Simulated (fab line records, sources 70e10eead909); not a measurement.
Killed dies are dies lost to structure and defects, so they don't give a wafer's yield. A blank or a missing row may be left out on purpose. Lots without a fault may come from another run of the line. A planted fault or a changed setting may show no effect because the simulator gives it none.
Chamber matching | flow nand_harc | NHARC_A_SGD_CUT_ETCHBACK_24 on rie_diel-02: 4 sister chambers
The step etches the open film in CH3F/O2, target depth 50 nm, time 92.857 s. 7 wafers are shown with their chamber, then 7 later ones without.

WAFERS WITH THEIR CHAMBER
wafer  | chamber | drypump_motor_current_A (A) | rf_vpp_V (V)
L081.6 | 0       | 5.6                         | 246.3
L077.6 | 0       | 5.6                         | 244.5
L083.1 | 1       | 5.0                         | 243.8
L085.4 | 3       | 5.5                         | 242.0
L085.6 | 1       | 4.9                         | 243.9
L089.1 | 2       | 5.3                         | 243.7
L089.5 | 2       | 5.3                         | 245.6

WAFERS WITHOUT THEIR CHAMBER
wafer  | drypump_motor_current_A (A) | rf_vpp_V (V)
L089.6 | 5.5                         | 240.4
L095.1 | 5.5                         | 241.5
L095.2 | 5.3                         | 244.3
L095.4 | 5.7                         | 246.5
L097.1 | 5.3                         | 244.0
L097.2 | 5.6                         | 246.0
L097.4 | 5.0                         | 245.1

WHICH CHAMBER EACH WENT THROUGH
wafer  | from the rows above | in truth
L089.6 | 3                   | 3
L095.1 | 3                   | 3
L095.2 | 2                   | 2
L095.4 | 0                   | 0
L097.1 | 2                   | 2
L097.2 | 0                   | 0
L097.4 | 1                   | 1
Placed correctly: 7 of 7. Can't be placed from these rows: 0. Placed wrongly: 0.
How it was worked out, from the rows above alone: a wafer's distance from a chamber is the root of the sum, over the readings, of the square of ((its reading less the chamber's mean) divided by the reading's scatter). The wafer belongs to the nearest chamber; if the next one is less than 2 further off, it can't be placed. A chamber's mean is the mean of its shown wafers. The scatter: the root of (the sum of the squares of (reading less its chamber's mean) over the shown wafers, divided by (wafers less chambers)).
